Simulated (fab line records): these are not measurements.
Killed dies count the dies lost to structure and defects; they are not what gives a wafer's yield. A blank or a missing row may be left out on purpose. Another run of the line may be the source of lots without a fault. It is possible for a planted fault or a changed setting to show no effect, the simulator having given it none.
Which tool is to blame? -- flow n5Finfet -- 27 wafers from 10 lots sampled at 5 of the route's 1938 steps

== WHAT THE GAUGES READ, wafer by wafer ==
N5_BEOL_M11_CD_MEAS_35 targets a cd of 70 nm.
lot,measured,on,cdNm (nm)
L579,day 10 13:06,cdSem-03,70.1 70.1 70.6
L580,day 11 01:24,cdSem-02,70.5 70.1 69.2
L582,day 11 07:25,cdSem-01,69.1 69.6 69.1
L583,day 11 13:55,cdSem-03,69.8 70.8 69.8
L589,day 12 08:58,cdSem-01,68.9 69.4 69.5
L587,day 12 15:34,cdSem-02,68.3 69.6 68.3
L592,day 14 06:38,cdSem-03,69.5 69.9
L595,day 14 10:39,cdSem-03,70.1 70.0
L598,day 15 08:28,cdSem-02,71.0 71.0
L602,day 16 03:39,cdSem-01,70.4 70.5 70.2

N5_BEOL_M12_THK_MEAS_01.
lot,measured,on,M12_ILD_THK (nm)
L579,day 10 15:57,filmMetro-02,664 657 663
L580,day 11 04:09,filmMetro-02,651 651 675
L582,day 11 09:57,filmMetro-02,649 661 663
L583,day 11 17:15,filmMetro-01,652 654 660
L589,day 12 11:20,filmMetro-02,650 652 666
L587,day 12 19:38,filmMetro-02,662 658 667
L592,day 14 09:10,filmMetro-02,390 399
L595,day 14 15:04,filmMetro-02,388 644
L598,day 15 11:31,filmMetro-01,389 400
L602,day 16 09:33,filmMetro-02,655 665 674

N5_BEOL_M12_OVL_MEAS_11.
lot,measured,on,V11_OVL (nm)
L579,day 10 16:17,overlay-01,-6 -10 1
L580,day 11 04:36,overlay-02,-4 -1 -6
L582,day 11 10:25,overlay-01,-1 -3 -7
L583,day 11 17:43,overlay-02,6 -9 7
L589,day 12 11:49,overlay-01,-3 -5 -7
L587,day 12 19:58,overlay-01,-8 -5 -12
L592,day 14 09:37,overlay-02,-6 5
L595,day 14 15:23,overlay-01,-1 -5
L598,day 15 11:50,overlay-01,5 5
L602,day 16 10:01,overlay-02,-13 -6 -2

== WHICH TOOL RAN EACH LOT (tool, then ch and the chambers of the sampled wafers, then the start) ==
lot,N5_BEOL_M11_ALD_74,N5_BEOL_M12_ILD_DEP_00
L579,"aldMetal-03 ch 0,1,2, day 10 13:39","pecvd-03 ch 1,2, day 10 15:49"
L580,"aldMetal-01 ch 0,3, day 11 02:25","pecvd-03 ch 0,1,2, day 11 04:01"
L582,"aldMetal-03 ch 0,3, day 11 08:10","pecvd-03 ch 0,1,2, day 11 09:49"
L583,"aldMetal-03 ch 1,3, day 11 14:23","pecvd-01 ch 0,1, day 11 17:07"
L589,"aldMetal-04 ch 0,1,3, day 12 09:39","pecvd-03 ch 0,1, day 12 11:13"
L587,"aldMetal-04 ch 0,2,3, day 12 16:43","pecvd-02 ch 0,1,2, day 12 19:30"
L592,"aldMetal-04 ch 1,2, day 14 07:11","pecvd-03 ch 1, day 14 09:02"
L595,"aldMetal-04 ch 0,3, day 14 13:00","pecvd-03 ch 1,2, day 14 14:55"
L598,"aldMetal-04 ch 1,2, day 15 09:10","pecvd-03 ch 0,1, day 15 11:22"
L602,"aldMetal-04 ch 0,3, day 16 07:32","pecvd-02 ch 0,2, day 16 09:25"
- N5_BEOL_M11_ALD_74: deposits TaN, target thk 2 nm, pulse time 2 s, purge time 3 s.
- N5_BEOL_M12_ILD_DEP_00: deposits SiOC from DEMS/O2, target thk 658.92 nm, time 130.7 s.

== AS READ BY THE TOOLS THEMSELVES (means over the sampled wafers that have a number; for cases with no such wafer, the mark the record gives instead) ==
N5_BEOL_M11_ALD_74.
lot,tool,heaterPowerW (W),mfcCarrierSccm (sccm),precursorVesselTempC (C)
L579,aldMetal-03,432,1497,75.02
L580,aldMetal-01,445,1504,75.03
L582,aldMetal-03,422,1499,75.05
L583,aldMetal-03,399,1494,75.03
L589,aldMetal-04,449,1496,74.94
L587,aldMetal-04,443,1499,74.90
L592,aldMetal-04,450,1499,75.04
L595,aldMetal-04,446,1503,74.97
L598,aldMetal-04,456,1502,75.03
L602,aldMetal-04,455,1492,75.02

N5_BEOL_M12_ILD_DEP_00.
lot,tool,heaterPowerW (W),rfFwdPowerW (W),runLengthS (s),showerheadPlenumPTorr (Torr),throttleValvePct (%)
L579,pecvd-03,435,497.3,174.9,5.701,12.4
L580,pecvd-03,510,498.3,174.6,5.689,12.3
L582,pecvd-03,522,497.2,174.8,5.702,12.2
L583,pecvd-01,463,499.0,175.9,5.694,12.1
L589,pecvd-03,515,497.2,175.3,5.710,12.7
L587,pecvd-02,497,497.9,175.5,5.687,12.1
L592,pecvd-03,454,-,123.5,5.694,13.0
L595,pecvd-03,497,499.8,149.4,5.696,12.1
L598,pecvd-03,484,-,123.7,5.716,12.8
L602,pecvd-02,464,497.5,175.4,5.674,11.7

== THE ANSWER, worked out from the rows above alone ==
Rule: what is usual is taken from the lots themselves. The widest of any qualifying gaps counts: lots, ordered by their means at a reading, are off when they make up no more than a third of the lots, leave a main group of 4 or more, and stand apart from it by 3 or more times the standard deviation of that group's means. Not used: any main group whose means are identical at the precision the tables above print for the reading. Also off: a lot with no number at a reading for which 4 or more lots have one. Where the step has rows for the other lots, those lots are counted as sound. After the gauges, taken in route order, come the tools' own readings; for these a lot's mean is taken, as printed above. At the first step where some lot is off, the reading lying furthest off is the one used; lots without a number count as furthest.
Off: L592, L595, L598, seen at N5_BEOL_M12_THK_MEAS_01 (M12_ILD_THK). For the main group the mean is 659 nm and the standard deviation 3.2.
If a tool, at a process step before that reading, ran all the lots that are off and no sound lot after the first of them, it fits. Not tried: the gauges at N5_BEOL_M12_THK_MEAS_01; whatever is off there is also off at N5_BEOL_M12_ILD_DEP_00, on other tools, and gauge error can't account for it. One candidate fits, namely pecvd-03 at N5_BEOL_M12_ILD_DEP_00. Its last sound lot is L589 (day 12 11:13), its first lot that is off L592 (day 14 09:02): a fault that began between those two fits.
On the lots that are off, the tool's own readings at N5_BEOL_M12_ILD_DEP_00 differ by more than 5 times the standard deviation of the sound lots' means, which bears it out; runLengthS reads 132.2 s there versus 175.2 s on the sound lots.

== WHAT THE SIMULATOR HAD PUT IN ==
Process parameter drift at N5_BEOL_M12_ILD_DEP_00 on pecvd-03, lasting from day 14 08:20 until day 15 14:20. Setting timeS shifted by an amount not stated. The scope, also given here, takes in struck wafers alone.
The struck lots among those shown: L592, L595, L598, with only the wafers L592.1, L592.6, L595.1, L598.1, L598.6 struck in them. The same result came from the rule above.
